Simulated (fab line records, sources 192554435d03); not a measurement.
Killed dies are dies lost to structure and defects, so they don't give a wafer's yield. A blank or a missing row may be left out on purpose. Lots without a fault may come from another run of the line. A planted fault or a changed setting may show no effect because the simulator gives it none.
Split-lot experiment | flow n5_finfet | 7 lots, 21 wafers read, on a route of 1938 steps

THE SPLIT
At N5_BEOL_M2_ETCH_69 (etches SiARC in CF4, target depth 15.6 nm, time 26 s), the setting bias_w was moved away from the recipe's 36 W on 11 of the 21 wafers read, by -12.4% to +16.1%. The other wafers ran this setting at the recipe's value.

The reading is taken at the split's own step.

THE READING
rf_vpp_V, in V, at N5_BEOL_M2_ETCH_69 (etches SiARC in CF4, target depth 15.6 nm, time 26 s). Fault-free wafers of this fab line usually give 184.3 V, standard deviation 1.3 V.

wafer  | tool, chamber at the split | bias_w as run, W | against the recipe | rf_vpp_V, V | against lot-mates on the recipe
L074.2 | rie_diel-03, 0             | 32.41            | -10.0%             | 171.3       | -13.8
L074.3 | rie_diel-03, 3             | 36               | recipe             | 185.1       | -
L074.4 | rie_diel-03, 2             | 32.41            | -10.0%             | 173.4       | -11.7
L085.2 | rie_diel-05, 3             | 40.95            | +13.8%             | 198.5       | no lot-mate on the recipe
L085.3 | rie_diel-05, 0             | 40.95            | +13.8%             | 199.3       | no lot-mate on the recipe
L085.4 | rie_diel-05, 2             | 40.95            | +13.8%             | 198.9       | no lot-mate on the recipe
L086.1 | rie_diel-03, 2             | 36               | recipe             | 184.4       | -
L086.4 | rie_diel-03, 0             | 36               | recipe             | 182.5       | -
L086.6 | rie_diel-03, 0             | 36               | recipe             | 183.4       | -
L088.3 | rie_diel-05, 0             | 31.52            | -12.4%             | 169.1       | -13.9
L088.4 | rie_diel-05, 3             | 31.52            | -12.4%             | 169.6       | -13.4
L088.5 | rie_diel-05, 3             | 36               | recipe             | 183.0       | -
L091.1 | rie_diel-03, 2             | 36               | recipe             | 185.6       | -
L091.4 | rie_diel-03, 0             | 36               | recipe             | 182.9       | -
L091.5 | rie_diel-03, 0             | 36               | recipe             | 183.4       | -
L092.3 | rie_diel-05, 1             | 32.21            | -10.5%             | 168.1       | -15.4
L092.5 | rie_diel-05, 1             | 32.21            | -10.5%             | 170.1       | -13.4
L092.6 | rie_diel-05, 2             | 36               | recipe             | 183.5       | -
L095.2 | rie_diel-01, 0             | 41.79            | +16.1%             | 203.5       | +19.1
L095.3 | rie_diel-01, 2             | 41.79            | +16.1%             | 204.1       | +19.7
L095.5 | rie_diel-01, 3             | 36               | recipe             | 184.4       | -

THE FIT
A straight line over all 21 wafers: rf_vpp_V changes by +1.19 V for each +1% of bias_w; r = +0.99; the points scatter about the line by 1.2 V.
The same after taking each lot's own level away (the mean of its wafers on the recipe; 18 wafers): +1.22 V for each +1%; r = +0.99; scatter 1.1 V.
On that fit, the largest move of bias_w shifts the reading by 20 V.
The lots' own levels span 183.00 to 185.10 V, that is 1.6 times the standard deviation above.
So the lot-to-lot level changes the slope little: the two slopes agree.
Check: with one of the wafers moved furthest among these (+16.1%) left out of the fit, the line predicts +19.6 V for it against its lot-mates. It came out at +19.1 V against them.
Tool readings at the split's step, against how far the setting was moved: rf_vpp_V r = +0.99.

OTHER SPLITS ON THESE WAFERS
These wafers also went through other splits before the reading. Each is held against what the fit with the lots' levels taken away leaves over:
other split on the same wafers           | wafers away from the commonest value | r with rf_vpp_V (lot level and that fit taken away)
N5_MOL_CONTACT_COAG_ETCH_110 bias_w      | 6                                    | -0.20
N5_MOL_CONTACT_COAG_VIA_ETCH_46 bias_w   | 7                                    | -0.14
N5_MOL_CONTACT_COAG_CVD_140 target_thk_a | 6                                    | -0.06
N5_BEOL_M0_SAQP_PECVD_96 time_s          | 9                                    | +0.41
N5_BEOL_M0_SAQP_ETCH_106 target_depth_a  | 7                                    | +0.26
N5_BEOL_M1_COAT_05 spin_rpm              | 5                                    | +0.02
N5_BEOL_M2_COAT_61 spin_rpm              | 9                                    | -0.10

THE FILE'S OWN FIT
rf_vpp_V changes by +1.22 V for each +1% of bias_w, r = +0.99.
